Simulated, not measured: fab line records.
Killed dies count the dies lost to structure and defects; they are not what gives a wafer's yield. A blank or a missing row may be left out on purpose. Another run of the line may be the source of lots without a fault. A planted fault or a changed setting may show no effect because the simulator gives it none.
fab line records :: flow n5_finfet
record
  lots=7
  wafers=39
route steps=1938 shown FIN_SAQP@130 DUMMY_GATE@220 MOL_CONTACT_COAG@610
start_h: the number of hours between the record's first day and the start of the first shown wafer of the lot :: wait_h: hours from the lot's prior step to this one :: " the same as in the row above :: L1.1+2: one row covering several wafers at once :: - value missing, or start not given :: * or withheld: withheld :: < > ~ a bound
route shown NAME@n: names a module that has steps shown in the file, with the first one's number in the route :: usual: mean and standard deviation over wafers with no fault :: same: alike in all rows :: chamber/n: place in a boat :: sites: per-site readings :: _std_site: standard deviation of those values :: _edge_site: mean of outer sites minus mean of inner sites :: radius_mm: for every site, how far away it sits from the centre of the wafer :: mask NAME#n: copy n :: behind: tool/chamber where the wafer was last shaped :: hold: reason for holding the lot/hours on hold/outcome of the hold :: device: transistor that didn't switch, given as n, p or np :: end of line: at the end of the route, the tests of the same wafers :: where a step has no rows: the recipe by itself :: killed: at the first sort, the dies lost to defects and structure; wafer yield is something else :: map: a wafer's dies, marking killed ones x, the rest . and places with no die _
set.NAME: the setting that was run; set.NAME@STEP: the one run at that earlier step :: model.NAME: the simulator's own value behind a step, which no gauge read
one table per step and one row per wafer, for lots whose settings were changed on purpose
## steps
# step N5_FIN_SAQP_ETCH_65
# recipe
  chemistry=CF4
  target=SiO2
  target_depth_a=40
  ion_energy_ev=350
  time_s=4.4
  pressure_mtorr=10
  icp_w=800
  bias_w=400
  cf4_flow_sccm=80
lot.wafer: L079.1
tool: rie_si-02
chamber: 0
start_h: 53.64
wait_h: 0.1
set.time_s: 4.4
model.etch.depth_nm: 3.81

lot.wafer: L079.2
tool: rie_si-02
chamber: 1
start_h: 53.64
wait_h: 0.1
set.time_s: 3.686
model.etch.depth_nm: 3.317

lot.wafer: L079.3
tool: rie_si-02
chamber: 2
start_h: 53.64
wait_h: 0.1
set.time_s: 3.686
model.etch.depth_nm: 3.291

lot.wafer: L079.4
tool: rie_si-02
chamber: 3
start_h: 53.64
wait_h: 0.1
set.time_s: 3.686
model.etch.depth_nm: 3.314

lot.wafer: L079.5
tool: rie_si-02
chamber: 1
start_h: 53.64
wait_h: 0.1
set.time_s: 4.4
model.etch.depth_nm: 3.937

lot.wafer: L079.6
tool: rie_si-02
chamber: 2
start_h: 53.64
wait_h: 0.1
set.time_s: 4.4
model.etch.depth_nm: 3.979

lot.wafer: L081.1
tool: rie_si-03
chamber: 3
start_h: 66.14
wait_h: 0.1
set.time_s: 4.4
model.etch.depth_nm: 3.92

lot.wafer: L081.2
tool: rie_si-03
chamber: 2
start_h: 66.14
wait_h: 0.1
set.time_s: 3.435
model.etch.depth_nm: 2.94

lot.wafer: L081.3
tool: rie_si-03
chamber: 1
start_h: 66.14
wait_h: 0.1
set.time_s: 3.435
model.etch.depth_nm: 2.97

lot.wafer: L081.4
tool: rie_si-03
chamber: 0
start_h: 66.14
wait_h: 0.1
set.time_s: 3.435
model.etch.depth_nm: 3.231

lot.wafer: L081.5
tool: rie_si-03
chamber: 3
start_h: 66.14
wait_h: 0.1
set.time_s: 4.4
model.etch.depth_nm: 3.88

lot.wafer: L081.6
tool: rie_si-03
chamber: 0
start_h: 66.14
wait_h: 0.1
set.time_s: 4.4
model.etch.depth_nm: 4.094

lot.wafer: L085.1
tool: rie_si-03
chamber: 0
start_h: 93.98
wait_h: 0.1
set.time_s: 4.4
model.etch.depth_nm: 4.137

lot.wafer: L085.2
tool: rie_si-03
chamber: 3
start_h: 93.98
wait_h: 0.1
set.time_s: 4.4
model.etch.depth_nm: 3.929

lot.wafer: L085.3
tool: rie_si-03
chamber: 1
start_h: 93.98
wait_h: 0.1
set.time_s: 4.4
model.etch.depth_nm: 3.818

lot.wafer: L085.4
tool: rie_si-03
chamber: 2
start_h: 93.98
wait_h: 0.1
set.time_s: 4.4
model.etch.depth_nm: 3.808

lot.wafer: L085.5
tool: rie_si-03
chamber: 3
start_h: 93.98
wait_h: 0.1
set.time_s: 4.4
model.etch.depth_nm: 3.928

lot.wafer: L085.6
tool: rie_si-03
chamber: 2
start_h: 93.98
wait_h: 0.1
set.time_s: 4.4
model.etch.depth_nm: 3.786

lot.wafer: L089.1
tool: rie_si-02
chamber: 2
start_h: 114.50
wait_h: 0.1
set.time_s: 4.4
model.etch.depth_nm: 3.999

lot.wafer: L089.2
tool: rie_si-02
chamber: 3
start_h: 114.50
wait_h: 0.1
set.time_s: 4.4
model.etch.depth_nm: 4.001

lot.wafer: L089.3
tool: rie_si-02
chamber: 0
start_h: 114.50
wait_h: 0.1
set.time_s: 4.984
model.etch.depth_nm: 4.382

lot.wafer: L089.4
tool: rie_si-02
chamber: 1
start_h: 114.50
wait_h: 0.1
set.time_s: 4.984
model.etch.depth_nm: 4.406

lot.wafer: L089.5
tool: rie_si-02
chamber: 2
start_h: 114.50
wait_h: 0.1
set.time_s: 4.984
model.etch.depth_nm: 4.563

lot.wafer: L089.6
tool: rie_si-02
chamber: 3
start_h: 114.50
wait_h: 0.1
set.time_s: 4.4
model.etch.depth_nm: 4.018

lot.wafer: L093.1
tool: rie_si-01
chamber: 3
start_h: 139.17
wait_h: 0.1
set.time_s: 4.4
model.etch.depth_nm: 3.94

lot.wafer: L093.2
tool: rie_si-01
chamber: 0
start_h: 139.17
wait_h: 0.1
set.time_s: 4.4
model.etch.depth_nm: 3.895

lot.wafer: L093.5
tool: rie_si-01
chamber: 3
start_h: 139.17
wait_h: 0.1
set.time_s: 4.4
model.etch.depth_nm: 3.987

lot.wafer: L094.1
tool: rie_si-03
chamber: 3
start_h: 145.80
wait_h: 0.1
set.time_s: 4.4
model.etch.depth_nm: 3.973

lot.wafer: L094.2
tool: rie_si-03
chamber: 0
start_h: 145.80
wait_h: 0.1
set.time_s: 3.625
model.etch.depth_nm: 3.394

lot.wafer: L094.3
tool: rie_si-03
chamber: 1
start_h: 145.80
wait_h: 0.1
set.time_s: 4.4
model.etch.depth_nm: 3.832

lot.wafer: L094.4
tool: rie_si-03
chamber: 2
start_h: 145.80
wait_h: 0.1
set.time_s: 3.625
model.etch.depth_nm: 3.12

lot.wafer: L094.5
tool: rie_si-03
chamber: 3
start_h: 145.80
wait_h: 0.1
set.time_s: 3.625
model.etch.depth_nm: 3.25

lot.wafer: L094.6
tool: rie_si-03
chamber: 2
start_h: 145.80
wait_h: 0.1
set.time_s: 4.4
model.etch.depth_nm: 3.782

lot.wafer: L097.1
tool: rie_si-03
chamber: 2
start_h: 163.64
wait_h: 0.1
set.time_s: 4.4
model.etch.depth_nm: 3.722

lot.wafer: L097.2
tool: rie_si-03
chamber: 3
start_h: 163.64
wait_h: 0.1
set.time_s: 4.4
model.etch.depth_nm: 3.909

lot.wafer: L097.3
tool: rie_si-03
chamber: 0
start_h: 163.64
wait_h: 0.1
set.time_s: 4.4
model.etch.depth_nm: 4.088

lot.wafer: L097.4
tool: rie_si-03
chamber: 1
start_h: 163.64
wait_h: 0.1
set.time_s: 4.4
model.etch.depth_nm: 3.74

lot.wafer: L097.5
tool: rie_si-03
chamber: 0
start_h: 163.64
wait_h: 0.1
set.time_s: 4.4
model.etch.depth_nm: 4.048

lot.wafer: L097.6
tool: rie_si-03
chamber: 1
start_h: 163.64
wait_h: 0.1
set.time_s: 4.4
model.etch.depth_nm: 3.785
# step N5_DUMMY_GATE_HM_DEP_06
# recipe
  material=SiNx
  target_thk_a=800
  precursor=DCS/NH3
  temp_c=700
  pressure_mtorr=300
  time_s=5141
lot.wafer: L079.1
tool: -
chamber: -
start_h: -
wait_h: 0.0
set.time_s: 5893
model.SiNx_of_DUMMY_GATE_HM_DEP_06.thk_nm: 91

lot.wafer: L079.2+5
tool: -
chamber: -
start_h: -
wait_h: 0.0
set.time_s: 5893
model.SiNx_of_DUMMY_GATE_HM_DEP_06.thk_nm: 90.4

lot.wafer: L079.3+4
tool: -
chamber: -
start_h: -
wait_h: 0.0
set.time_s: 5893
model.SiNx_of_DUMMY_GATE_HM_DEP_06.thk_nm: 90.8

lot.wafer: L079.6
tool: -
chamber: -
start_h: -
wait_h: 0.0
set.time_s: 5893
model.SiNx_of_DUMMY_GATE_HM_DEP_06.thk_nm: 90.6

lot.wafer: L081.1+2+6
tool: -
chamber: -
start_h: -
wait_h: 0.0
set.time_s: 5700
model.SiNx_of_DUMMY_GATE_HM_DEP_06.thk_nm: 89.2

lot.wafer: L081.3
tool: -
chamber: -
start_h: -
wait_h: 0.0
set.time_s: 5700
model.SiNx_of_DUMMY_GATE_HM_DEP_06.thk_nm: 88.4

lot.wafer: L081.4
tool: -
chamber: -
start_h: -
wait_h: 0.0
set.time_s: 5700
model.SiNx_of_DUMMY_GATE_HM_DEP_06.thk_nm: 89.4

lot.wafer: L081.5
tool: -
chamber: -
start_h: -
wait_h: 0.0
set.time_s: 5700
model.SiNx_of_DUMMY_GATE_HM_DEP_06.thk_nm: 89

lot.wafer: L085.1+4
tool: -
chamber: -
start_h: -
wait_h: 0.0
set.time_s: 4919
model.SiNx_of_DUMMY_GATE_HM_DEP_06.thk_nm: 75

lot.wafer: L085.2+3
tool: -
chamber: -
start_h: -
wait_h: 0.0
set.time_s: 4919
model.SiNx_of_DUMMY_GATE_HM_DEP_06.thk_nm: 75.2

lot.wafer: L085.5
tool: -
chamber: -
start_h: -
wait_h: 0.0
set.time_s: 4919
model.SiNx_of_DUMMY_GATE_HM_DEP_06.thk_nm: 75.6

lot.wafer: L085.6
tool: -
chamber: -
start_h: -
wait_h: 0.0
set.time_s: 4919
model.SiNx_of_DUMMY_GATE_HM_DEP_06.thk_nm: 74.6

lot.wafer: L089.1
tool: -
chamber: -
start_h: -
wait_h: 0.0
set.time_s: 5836
model.SiNx_of_DUMMY_GATE_HM_DEP_06.thk_nm: 92.4

lot.wafer: L089.2
tool: -
chamber: -
start_h: -
wait_h: 0.0
set.time_s: 5836
model.SiNx_of_DUMMY_GATE_HM_DEP_06.thk_nm: 91.8

lot.wafer: L089.3
tool: -
chamber: -
start_h: -
wait_h: 0.0
set.time_s: 5836
model.SiNx_of_DUMMY_GATE_HM_DEP_06.thk_nm: 92.2

lot.wafer: L089.4+5
tool: -
chamber: -
start_h: -
wait_h: 0.0
set.time_s: 5836
model.SiNx_of_DUMMY_GATE_HM_DEP_06.thk_nm: 92

lot.wafer: L089.6
tool: -
chamber: -
start_h: -
wait_h: 0.0
set.time_s: 5836
model.SiNx_of_DUMMY_GATE_HM_DEP_06.thk_nm: 91.6

lot.wafer: L093.1+5
tool: lpcvd-02
chamber: 0/40,0/59
start_h: 155.98
wait_h: 0.0
set.time_s: 5141
model.SiNx_of_DUMMY_GATE_HM_DEP_06.thk_nm: 81

lot.wafer: L093.2
tool: lpcvd-02
chamber: 0/45
start_h: 155.98
wait_h: 0.0
set.time_s: 5141
model.SiNx_of_DUMMY_GATE_HM_DEP_06.thk_nm: 80.6

lot.wafer: L094.1+3
tool: -
chamber: -
start_h: -
wait_h: 0.0
set.time_s: 5651
model.SiNx_of_DUMMY_GATE_HM_DEP_06.thk_nm: 89

lot.wafer: L094.2+4
tool: -
chamber: -
start_h: -
wait_h: 0.0
set.time_s: 5651
model.SiNx_of_DUMMY_GATE_HM_DEP_06.thk_nm: 88.4

lot.wafer: L094.5+6
tool: -
chamber: -
start_h: -
wait_h: 0.0
set.time_s: 5651
model.SiNx_of_DUMMY_GATE_HM_DEP_06.thk_nm: 88.8

lot.wafer: L097.1
tool: -
chamber: -
start_h: -
wait_h: 0.0
set.time_s: 5141
model.SiNx_of_DUMMY_GATE_HM_DEP_06.thk_nm: 81

lot.wafer: L097.2
tool: -
chamber: -
start_h: -
wait_h: 0.0
set.time_s: 5141
model.SiNx_of_DUMMY_GATE_HM_DEP_06.thk_nm: 80

lot.wafer: L097.3
tool: -
chamber: -
start_h: -
wait_h: 0.0
set.time_s: 5141
model.SiNx_of_DUMMY_GATE_HM_DEP_06.thk_nm: 79.8

lot.wafer: L097.4
tool: -
chamber: -
start_h: -
wait_h: 0.0
set.time_s: 5141
model.SiNx_of_DUMMY_GATE_HM_DEP_06.thk_nm: 80.6

lot.wafer: L097.5
tool: -
chamber: -
start_h: -
wait_h: 0.0
set.time_s: 5141
model.SiNx_of_DUMMY_GATE_HM_DEP_06.thk_nm: 80.4

lot.wafer: L097.6
tool: -
chamber: -
start_h: -
wait_h: 0.0
set.time_s: 5141
model.SiNx_of_DUMMY_GATE_HM_DEP_06.thk_nm: 80.2
# step N5_DUMMY_GATE_ETCH_37
# recipe
  chemistry=N2/H2
  target=SOC
  target_depth_a=600
  overetch_a=300
  temp_c=40
  ion_energy_ev=200
  pressure_mtorr=30
  source_w=840
  bias_w=150
  n2_flow_sccm=200
  h2_flow_sccm=200
# usual
  rf_vpp_V=523.5/2.2
lot.wafer: L079.1
tool: rie_diel-03
chamber: 1
start_h: 77.38
wait_h: 0.0
set.source_w: 696.6
rf_vpp_V: 556.3

lot.wafer: L079.2
tool: rie_diel-03
chamber: 3
start_h: 77.38
wait_h: 0.0
set.source_w: 840
rf_vpp_V: 522.9

lot.wafer: L079.3
tool: rie_diel-03
chamber: 2
start_h: 77.38
wait_h: 0.0
set.source_w: 840
rf_vpp_V: 524.3

lot.wafer: L079.4
tool: rie_diel-03
chamber: 0
start_h: 77.38
wait_h: 0.0
set.source_w: 696.6
rf_vpp_V: 553.1

lot.wafer: L079.5
tool: rie_diel-03
chamber: 1
start_h: 77.38
wait_h: 0.0
set.source_w: 696.6
rf_vpp_V: 557.6

lot.wafer: L079.6
tool: rie_diel-03
chamber: 0
start_h: 77.38
wait_h: 0.0
set.source_w: 840
rf_vpp_V: 519.9

lot.wafer: L081.1
tool: rie_diel-04
chamber: 3
start_h: 87.72
wait_h: 0.0
set.source_w: 840
rf_vpp_V: 523.7

lot.wafer: L081.2
tool: rie_diel-04
chamber: 2
start_h: 87.72
wait_h: 0.0
set.source_w: 888.8
rf_vpp_V: 511.7

lot.wafer: L081.3
tool: rie_diel-04
chamber: 1
start_h: 87.72
wait_h: 0.0
set.source_w: 888.8
rf_vpp_V: 514.9

lot.wafer: L081.4
tool: rie_diel-04
chamber: 0
start_h: 87.72
wait_h: 0.0
set.source_w: 840
rf_vpp_V: 524.7

lot.wafer: L081.5
tool: rie_diel-04
chamber: 2
start_h: 87.72
wait_h: 0.0
set.source_w: 888.8
rf_vpp_V: 511.5

lot.wafer: L081.6
tool: rie_diel-04
chamber: 3
start_h: 87.72
wait_h: 0.0
set.source_w: 840
rf_vpp_V: 524.5

lot.wafer: L085.1
tool: rie_diel-03
chamber: 2
start_h: 117.37
wait_h: 0.0
set.source_w: 840
rf_vpp_V: 525.6

lot.wafer: L085.2
tool: rie_diel-03
chamber: 1
start_h: 117.37
wait_h: 0.0
set.source_w: 840
rf_vpp_V: 523.5

lot.wafer: L085.3
tool: rie_diel-03
chamber: 3
start_h: 117.37
wait_h: 0.0
set.source_w: 840
rf_vpp_V: 523.0

lot.wafer: L085.4
tool: rie_diel-03
chamber: 0
start_h: 117.37
wait_h: 0.0
set.source_w: 840
rf_vpp_V: 528.5

lot.wafer: L085.5
tool: rie_diel-03
chamber: 2
start_h: 117.37
wait_h: 0.0
set.source_w: 840
rf_vpp_V: 524.3

lot.wafer: L085.6
tool: rie_diel-03
chamber: 3
start_h: 117.37
wait_h: 0.0
set.source_w: 840
rf_vpp_V: 522.2

lot.wafer: L089.1
tool: rie_diel-03
chamber: 3
start_h: 137.39
wait_h: 0.0
set.source_w: 885.7
rf_vpp_V: 513.6

lot.wafer: L089.2
tool: rie_diel-03
chamber: 1
start_h: 137.39
wait_h: 0.0
set.source_w: 840
rf_vpp_V: 522.9

lot.wafer: L089.3
tool: rie_diel-03
chamber: 2
start_h: 137.39
wait_h: 0.0
set.source_w: 840
rf_vpp_V: 525.0

lot.wafer: L089.4
tool: rie_diel-03
chamber: 0
start_h: 137.39
wait_h: 0.0
set.source_w: 885.7
rf_vpp_V: 518.5

lot.wafer: L089.5
tool: rie_diel-03
chamber: 2
start_h: 137.39
wait_h: 0.0
set.source_w: 840
rf_vpp_V: 524.9

lot.wafer: L089.6
tool: rie_diel-03
chamber: 3
start_h: 137.39
wait_h: 0.0
set.source_w: 885.7
rf_vpp_V: 513.7

lot.wafer: L093.1
tool: rie_diel-01
chamber: 3
start_h: 160.66
wait_h: 0.0
set.source_w: 840
rf_vpp_V: 524.5

lot.wafer: L093.2
tool: rie_diel-01
chamber: 2
start_h: 160.66
wait_h: 0.0
set.source_w: 840
rf_vpp_V: 521.7

lot.wafer: L093.5
tool: rie_diel-01
chamber: 2
start_h: 160.66
wait_h: 0.0
set.source_w: 840
rf_vpp_V: 523.1

lot.wafer: L094.1
tool: rie_diel-03
chamber: 0
start_h: 167.64
wait_h: 0.0
set.source_w: 840
rf_vpp_V: 528.5

lot.wafer: L094.2
tool: rie_diel-03
chamber: 3
start_h: 167.64
wait_h: 0.0
set.source_w: 840
rf_vpp_V: 522.8

lot.wafer: L094.3
tool: rie_diel-03
chamber: 2
start_h: 167.64
wait_h: 0.0
set.source_w: 840
rf_vpp_V: 525.0

lot.wafer: L094.4
tool: rie_diel-03
chamber: 1
start_h: 167.64
wait_h: 0.0
set.source_w: 840
rf_vpp_V: 522.3

lot.wafer: L094.5
tool: rie_diel-03
chamber: 1
start_h: 167.64
wait_h: 0.0
set.source_w: 840
rf_vpp_V: 523.0

lot.wafer: L094.6
tool: rie_diel-03
chamber: 2
start_h: 167.64
wait_h: 0.0
set.source_w: 840
rf_vpp_V: 524.9

lot.wafer: L097.1
tool: rie_diel-01
chamber: 3
start_h: 184.60
wait_h: 0.0
set.source_w: 714
rf_vpp_V: 554.4

lot.wafer: L097.2
tool: rie_diel-01
chamber: 0
start_h: 184.60
wait_h: 0.0
set.source_w: 840
rf_vpp_V: 527.7

lot.wafer: L097.3
tool: rie_diel-01
chamber: 2
start_h: 184.60
wait_h: 0.0
set.source_w: 840
rf_vpp_V: 523.2

lot.wafer: L097.4
tool: rie_diel-01
chamber: 1
start_h: 184.60
wait_h: 0.0
set.source_w: 714
rf_vpp_V: 549.0

lot.wafer: L097.5
tool: rie_diel-01
chamber: 3
start_h: 184.60
wait_h: 0.0
set.source_w: 840
rf_vpp_V: 525.4

lot.wafer: L097.6
tool: rie_diel-01
chamber: 2
start_h: 184.60
wait_h: 0.0
set.source_w: 714
rf_vpp_V: 550.3
# step N5_MOL_CONTACT_COAG_ETCH_67
# recipe
  chemistry=N2/H2
  target=SOC
  target_depth_a=600
  overetch_a=210
  mask_material=SiARC
  temp_c=40
  time_s=101.2
  ion_energy_ev=200
  pressure_mtorr=30
  source_w=840
  bias_w=150
  n2_flow_sccm=200
  h2_flow_sccm=200
# usual
  rf_vpp_V=524.3/2
lot.wafer: L079.1
tool: rie_diel-05
chamber: 0
start_h: 131.54
wait_h: 0.0
set.source_w: 840
rf_vpp_V: 521.0

lot.wafer: L079.2
tool: rie_diel-05
chamber: 2
start_h: 131.54
wait_h: 0.0
set.source_w: 840
rf_vpp_V: 521.8

lot.wafer: L079.3
tool: rie_diel-05
chamber: 3
start_h: 131.54
wait_h: 0.0
set.source_w: 840
rf_vpp_V: 525.6

lot.wafer: L079.4
tool: rie_diel-05
chamber: 1
start_h: 131.54
wait_h: 0.0
set.source_w: 840
rf_vpp_V: 524.2

lot.wafer: L079.5
tool: rie_diel-05
chamber: 1
start_h: 131.54
wait_h: 0.0
set.source_w: 840
rf_vpp_V: 525.6

lot.wafer: L079.6
tool: rie_diel-05
chamber: 2
start_h: 131.54
wait_h: 0.0
set.source_w: 840
rf_vpp_V: 521.9

lot.wafer: L081.1
tool: rie_diel-06
chamber: 3
start_h: 139.16
wait_h: 0.0
set.source_w: 941.7
rf_vpp_V: 503.2

lot.wafer: L081.2
tool: rie_diel-06
chamber: 2
start_h: 139.16
wait_h: 0.0
set.source_w: 840
rf_vpp_V: 525.4

lot.wafer: L081.3
tool: rie_diel-06
chamber: 0
start_h: 139.16
wait_h: 0.0
set.source_w: 941.7
rf_vpp_V: 505.7

lot.wafer: L081.4
tool: rie_diel-06
chamber: 1
start_h: 139.16
wait_h: 0.0
set.source_w: 840
rf_vpp_V: 524.2

lot.wafer: L081.5
tool: rie_diel-06
chamber: 1
start_h: 139.16
wait_h: 0.0
set.source_w: 840
rf_vpp_V: 524.7

lot.wafer: L081.6
tool: rie_diel-06
chamber: 2
start_h: 139.16
wait_h: 0.0
set.source_w: 941.7
rf_vpp_V: 505.1

lot.wafer: L085.1
tool: rie_diel-02
chamber: 1
start_h: 175.22
wait_h: 0.0
set.source_w: 935.5
rf_vpp_V: 504.7

lot.wafer: L085.2
tool: rie_diel-02
chamber: 0
start_h: 175.22
wait_h: 0.0
set.source_w: 840
rf_vpp_V: 527.2

lot.wafer: L085.3
tool: rie_diel-02
chamber: 3
start_h: 175.22
wait_h: 0.0
set.source_w: 840
rf_vpp_V: 525.7

lot.wafer: L085.4
tool: rie_diel-02
chamber: 2
start_h: 175.22
wait_h: 0.0
set.source_w: 935.5
rf_vpp_V: 508.3

lot.wafer: L085.5
tool: rie_diel-02
chamber: 2
start_h: 175.22
wait_h: 0.0
set.source_w: 935.5
rf_vpp_V: 509.4

lot.wafer: L085.6
tool: rie_diel-02
chamber: 3
start_h: 175.22
wait_h: 0.0
set.source_w: 840
rf_vpp_V: 524.0

lot.wafer: L089.1
tool: rie_diel-05
chamber: 1
start_h: 192.44
wait_h: 0.0
set.source_w: 840
rf_vpp_V: 521.9

lot.wafer: L089.2
tool: rie_diel-05
chamber: 0
start_h: 192.44
wait_h: 0.0
set.source_w: 725.3
rf_vpp_V: 547.2

lot.wafer: L089.3
tool: rie_diel-05
chamber: 3
start_h: 192.44
wait_h: 0.0
set.source_w: 725.3
rf_vpp_V: 551.8

lot.wafer: L089.4
tool: rie_diel-05
chamber: 2
start_h: 192.44
wait_h: 0.0
set.source_w: 725.3
rf_vpp_V: 547.7

lot.wafer: L089.5
tool: rie_diel-05
chamber: 3
start_h: 192.44
wait_h: 0.0
set.source_w: 840
rf_vpp_V: 525.2

lot.wafer: L089.6
tool: rie_diel-05
chamber: 2
start_h: 192.44
wait_h: 0.0
set.source_w: 840
rf_vpp_V: 522.2

lot.wafer: L093.1
tool: rie_diel-05
chamber: 2
start_h: 218.06
wait_h: 0.0
set.source_w: 840
rf_vpp_V: 523.0

lot.wafer: L093.2
tool: rie_diel-05
chamber: 1
start_h: 218.06
wait_h: 0.0
set.source_w: 840
rf_vpp_V: 523.7

lot.wafer: L093.5
tool: rie_diel-05
chamber: 0
start_h: 218.06
wait_h: 0.0
set.source_w: 840
rf_vpp_V: 521.3

lot.wafer: L094.1
tool: rie_diel-05
chamber: 2
start_h: 225.92
wait_h: 0.0
set.source_w: 979.6
rf_vpp_V: 495.8

lot.wafer: L094.2
tool: rie_diel-05
chamber: 0
start_h: 225.92
wait_h: 0.0
set.source_w: 840
rf_vpp_V: 521.8

lot.wafer: L094.3
tool: rie_diel-05
chamber: 1
start_h: 225.92
wait_h: 0.0
set.source_w: 979.6
rf_vpp_V: 497.2

lot.wafer: L094.4
tool: rie_diel-05
chamber: 3
start_h: 225.92
wait_h: 0.0
set.source_w: 979.6
rf_vpp_V: 498.8

lot.wafer: L094.5
tool: rie_diel-05
chamber: 1
start_h: 225.92
wait_h: 0.0
set.source_w: 840
rf_vpp_V: 522.6

lot.wafer: L094.6
tool: rie_diel-05
chamber: 0
start_h: 225.92
wait_h: 0.0
set.source_w: 840
rf_vpp_V: 520.3

lot.wafer: L097.1
tool: rie_diel-05
chamber: 1
start_h: 240.61
wait_h: 0.0
set.source_w: 840
rf_vpp_V: 523.9

lot.wafer: L097.2
tool: rie_diel-05
chamber: 0
start_h: 240.61
wait_h: 0.0
set.source_w: 840
rf_vpp_V: 520.4

lot.wafer: L097.3
tool: rie_diel-05
chamber: 0
start_h: 240.61
wait_h: 0.0
set.source_w: 840
rf_vpp_V: 521.4

lot.wafer: L097.4
tool: rie_diel-05
chamber: 1
start_h: 240.61
wait_h: 0.0
set.source_w: 840
rf_vpp_V: 523.6

lot.wafer: L097.5
tool: rie_diel-05
chamber: 1
start_h: 240.61
wait_h: 0.0
set.source_w: 840
rf_vpp_V: 523.6

lot.wafer: L097.6
tool: rie_diel-05
chamber: 0
start_h: 240.61
wait_h: 0.0
set.source_w: 840
rf_vpp_V: 520.8
## key
split
  step=N5_FIN_SAQP_ETCH_65
  setting=time_s
  stated=4.4
  by=wafer
response
  step=N5_FIN_SAQP_ETCH_65
  reading=model.etch.depth_nm
  change=+0.0378
  per=1%
  r=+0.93
split
  step=N5_DUMMY_GATE_HM_DEP_06
  setting=time_s
  stated=5141
  by=lot
response
  step=N5_DUMMY_GATE_HM_DEP_06
  reading=model.SiNx_of_DUMMY_GATE_HM_DEP_06.thk_nm
  change=+0.845
  per=1%
  r=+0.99
split
  step=N5_DUMMY_GATE_ETCH_37
  setting=source_w
  stated=840
  by=wafer
response
  step=N5_DUMMY_GATE_ETCH_37
  reading=rf_vpp_V
  change=-1.85
  per=1%
  r=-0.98
split
  step=N5_MOL_CONTACT_COAG_ETCH_67
  setting=source_w
  stated=840
  by=wafer
response
  step=N5_MOL_CONTACT_COAG_ETCH_67
  reading=rf_vpp_V
  change=-1.63
  per=1%
  r=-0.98
